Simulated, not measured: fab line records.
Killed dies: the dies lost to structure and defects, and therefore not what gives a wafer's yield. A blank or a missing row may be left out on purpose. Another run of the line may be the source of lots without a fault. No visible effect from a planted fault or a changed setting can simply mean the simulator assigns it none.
Split-lot trial	flow n5 finfet	7 lots, 21 wafers read, on a route of 1938 steps

## SPLIT DETAILS
At N5_FIN_CUT_CUT_ETCH_26 (etches SiNx in CH3F/O2, target depth 39 nm, time 55.7 s), the setting source w was moved away from the recipe's 395 W on 10 of the 21 wafers read, by -9.6% to +16.2%. All remaining wafers had this setting at the recipe value.

The reading comes from the split's own step.

## THE READING
etch.depth nm (the simulator's own value, which no gauge read), in nm, at N5_FIN_CUT_CUT_ETCH_26 (etches SiNx in CH3F/O2, target depth 39 nm, time 55.7 s). There is no usual value for it anywhere in the file. Across the 11 wafers here that went through the recipe, the average is 38.46 nm and the standard deviation 0.35 nm.

wafer	tool, chamber at the split	source w as run, W	against the recipe	etch.depth nm, nm	against lot-mates on the recipe
L076.1	rie diel-06, 3	395	recipe	37.97	-
L076.4	rie diel-06, 2	361.8	-8.4%	37.17	-0.80
L076.5	rie diel-06, 0	361.8	-8.4%	37.61	-0.36
L084.1	rie diel-02, 0	364.8	-7.6%	36.95	-1.83
L084.4	rie diel-02, 2	395	recipe	38.78	-
L084.5	rie diel-02, 3	364.8	-7.6%	37.94	-0.84
L085.1	rie diel-05, 3	458.8	+16.2%	40.88	+2.21
L085.3	rie diel-05, 1	458.8	+16.2%	41.57	+2.90
L085.5	rie diel-05, 3	395	recipe	38.67	-
L086.2	rie diel-02, 3	395	recipe	38.56	-
L086.4	rie diel-02, 2	365.6	-7.4%	37.31	-1.24
L086.5	rie diel-02, 2	395	recipe	38.55	-
L088.1	rie diel-06, 0	357	-9.6%	37.63	-0.83
L088.4	rie diel-06, 2	357	-9.6%	37.12	-1.34
L088.6	rie diel-06, 2	395	recipe	38.46	-
L089.2	rie diel-02, 2	395	recipe	38.25	-
L089.3	rie diel-02, 3	395	recipe	38.59	-
L089.6	rie diel-02, 2	395	recipe	38.47	-
L091.1	rie diel-06, 0	395	recipe	39.04	-
L091.4	rie diel-06, 3	395	recipe	37.72	-
L091.6	rie diel-06, 0	427.4	+8.2%	40.23	+1.85

FIT RESULTS
A straight line over all 21 wafers: etch.depth nm changes by +0.155 nm for each +1% of source w; r = +0.95; the points scatter about the line by 0.39 nm.
The same after taking each lot's own level away (the mean of its wafers on the recipe; 21 wafers): +0.147 nm for each +1%; r = +0.94; scatter 0.42 nm.
On that fit, the largest move of source w shifts the reading by 2.4 nm.
Measured against the standard deviation above, the lots' own levels, which go from 37.970 to 38.780 nm, span 2.3 times it.
Hence the lot-to-lot level has little effect on the slope; both slopes agree.
Check: with one of the wafers moved furthest among these (+16.2%) left out of the fit, the line predicts +2.62 nm for it against its lot-mates. It came out at +2.21 nm against them.

## OTHER SPLITS APPLIED TO THESE WAFERS
These wafers also went through other splits before the reading. Each is held against what the fit with the lots' levels taken away leaves over:
other split on the same wafers	wafers away from the commonest value	r with etch.depth nm (lot level and that fit taken away)
N5_ZERO_LAYER_PECVD_02 time s	11	+0.24
N5_ZERO_LAYER_COAT_05 spin rpm	6	+0.44
N5_PMOS_HMC_CHANNEL_EPI_PEB_07 peb time s	6	-0.09
N5_PMOS_HMC_CHANNEL_EPI_ETCH_38 bias w	6	+0.30
N5_FIN_SAQP_ALD_61 ald cycles	4	+0.12
N5_FIN_SAQP_COAT_10 spin rpm	9	-0.14

## THE FILE'S OWN FIT
etch.depth nm changes by +0.151 nm for each +1% of source w, r = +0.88.
